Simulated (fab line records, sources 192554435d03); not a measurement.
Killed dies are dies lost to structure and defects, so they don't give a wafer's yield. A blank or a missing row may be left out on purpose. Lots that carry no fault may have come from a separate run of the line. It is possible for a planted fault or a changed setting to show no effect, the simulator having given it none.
Matching of chambers	flow n5Finfet	N5_BEOL_M6_ALD_77 on aldMetal-04: 4 sister chambers
The step deposits TaN, target thk 2 nm, pulse time 2 s, purge time 3 s. 4 wafers are shown with their chamber, then 8 later ones without.

== WAFERS PAIRED WITH THEIR CHAMBERS ==
wafer	chamber	heaterPowerW (W)
L088.1	0	442
L092.2	3	447
L092.5	1	407
L096.1	2	368

== WAFERS WITHOUT THEIR CHAMBER ==
wafer	heaterPowerW (W)
L096.4	461
L096.5	407
L095.3	458
L095.5	446
L095.6	457
L097.3	451
L097.4	441
L097.5	443

== WHICH CHAMBER EACH WENT THROUGH ==
wafer	from the rows above	in truth
L096.4	can't be placed: 3 or 0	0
L096.5	1	1
L095.3	can't be placed: 3 or 0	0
L095.5	can't be placed: 3 or 0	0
L095.6	can't be placed: 3 or 0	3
L097.3	can't be placed: 3 or 0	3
L097.4	can't be placed: 0 or 3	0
L097.5	can't be placed: 0 or 3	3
Correct placement for 1 of the 8. Cannot be placed on the basis of these rows: 7; the candidates contain the true chamber in 7. 0 placed wrongly.
How it was worked out, from the rows above alone: a wafer's distance from a chamber is the root of the sum, over the readings, of the square of ((its reading less the chamber's mean) divided by the reading's scatter). The wafer belongs to the nearest chamber; if the next one is less than 2 further off, it can't be placed. For every chamber, the mean is computed from those of its wafers that are shown. The scatter (one wafer shown for each chamber): square how far every hidden wafer sits from the nearest shown wafer, average those squares and take the square root.
